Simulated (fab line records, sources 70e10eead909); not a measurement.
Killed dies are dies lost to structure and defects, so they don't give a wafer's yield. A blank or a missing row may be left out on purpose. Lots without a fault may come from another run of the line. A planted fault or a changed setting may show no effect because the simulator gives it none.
Chamber matching | flow nand_harc | NHARC_A_CHANNEL_FILL_D1_ALD_02 on ald_hk-02: 4 sister chambers
The step deposits SiO2, target thk 6 nm, pulse time 10 s, ald cycles 60. 4 wafers are shown with their chamber, then 8 later ones without.

WAFERS WITH THEIR CHAMBER
wafer  | chamber | heater_power_outer_w (W)
L190.5 | 1       | 330
L198.2 | 2       | 307
L198.5 | 3       | 210
L202.2 | 0       | 274

WAFERS WITHOUT THEIR CHAMBER
wafer  | heater_power_outer_w (W)
L202.3 | 290
L202.5 | 304
L201.2 | 273
L201.3 | 310
L201.6 | 309
L203.2 | 307
L203.3 | 311
L203.6 | 199

WHICH CHAMBER EACH WENT THROUGH
wafer  | from the rows above     | in truth
L202.3 | can't be placed: 0 or 2 | 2
L202.5 | 2                       | 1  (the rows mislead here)
L201.2 | 0                       | 0
L201.3 | 2                       | 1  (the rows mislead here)
L201.6 | 2                       | 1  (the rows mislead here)
L203.2 | 2                       | 2
L203.3 | 2                       | 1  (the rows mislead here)
L203.6 | 3                       | 3
Placed correctly: 3 of 8. Can't be placed from these rows: 1 (the true chamber is among the candidates in 1). Placed wrongly: 4.
How it was worked out, from the rows above alone: a wafer's distance from a chamber is the root of the sum, over the readings, of the square of ((its reading less the chamber's mean) divided by the reading's scatter). The wafer belongs to the nearest chamber; if the next one is less than 2 further off, it can't be placed. A chamber's mean is the mean of its shown wafers. The scatter: with one shown wafer a chamber, the root of the mean of the squares of how far each hidden wafer lies from its nearest shown one.
